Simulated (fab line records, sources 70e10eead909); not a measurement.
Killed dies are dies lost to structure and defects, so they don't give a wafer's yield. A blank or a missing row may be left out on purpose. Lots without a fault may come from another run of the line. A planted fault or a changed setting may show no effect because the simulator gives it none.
Which tool did it? | flow nand_harc | 6 lots, 18 wafers sampled, at 5 steps of a route of 1159

WHAT THE GAUGES READ, wafer by wafer
NHARC_END_SORT_01.
lot  | measured     | on        | killed_at_array
L123 | day 21 11:19 | prober-02 | 23 67 19
L129 | day 23 07:49 | prober-02 | 40 26 34

WHICH TOOL RAN EACH LOT (tool, then ch and the chambers of the sampled wafers, then the start)
lot  | NHARC_A_CONTACT_STRIP_103          | NHARC_THIN_TSV_ANNEAL_52         | NHARC_THIN_TSV_DEGAS_53      | NHARC_THIN_TSV_ETCH_59
L118 | rie_diel-02 ch 2,3, day 16 21:06   | rtp_anneal-02 ch 0, day 18 21:38 | pvd_sputter-03, day 18 22:23 | rie_metal-03 ch 0,1, day 18 23:44
L123 | rie_diel-11 ch 2,3, day 19 01:12   | rtp_anneal-01 ch 0, day 21 00:29 | pvd_sputter-01, day 21 01:18 | rie_metal-01 ch 0, day 21 02:35
L127 | rie_diel-02 ch 0,2,3, day 19 18:11 | rtp_anneal-01 ch 0, day 21 22:04 | pvd_sputter-01, day 21 22:52 | rie_metal-02 ch 0,1, day 22 00:11
L129 | rie_diel-03 ch 0,2,3, day 20 17:18 | rtp_anneal-01 ch 0, day 22 21:10 | pvd_sputter-02, day 22 21:53 | rie_metal-02 ch 0,1, day 22 23:16
L135 | rie_diel-02 ch 1,2,3, day 21 23:47 | rtp_anneal-01 ch 0, day 23 19:22 | pvd_sputter-03, day 23 20:07 | rie_metal-01 ch 0,1, day 23 21:35
L138 | rie_diel-02 ch 0,1,3, day 22 14:22 | rtp_anneal-01 ch 0, day 24 15:13 | pvd_sputter-02, day 24 16:01 | rie_metal-01 ch 0,1, day 24 17:19
- NHARC_A_CONTACT_STRIP_103: strips in N2/H2.
- NHARC_THIN_TSV_ANNEAL_52: time 90 s.
- NHARC_THIN_TSV_DEGAS_53: time 60 s.
- NHARC_THIN_TSV_ETCH_59: etches the open film in Cl2/BCl3, target depth 880 nm, time 138.1 s.

THE ANSWER, worked out from the rows above alone
Rule: what is usual is taken from the lots themselves. Put in order of their means at a reading, lots are off if they are a third of the lots or fewer, leave a main group of 4 or more, and stand apart from it by a gap of 3 or more times the standard deviation of the main group's means; of several such gaps the widest counts. A main group whose means are all the same, to the digits that the tables above print for the reading, isn't used. A lot without any number at a reading at which 4 lots or more have one is off too. The other lots that the step has rows for count as sound.
No lot is off at any reading shown: from this, nothing can be told.

WHAT THE SIMULATOR HAD PUT IN
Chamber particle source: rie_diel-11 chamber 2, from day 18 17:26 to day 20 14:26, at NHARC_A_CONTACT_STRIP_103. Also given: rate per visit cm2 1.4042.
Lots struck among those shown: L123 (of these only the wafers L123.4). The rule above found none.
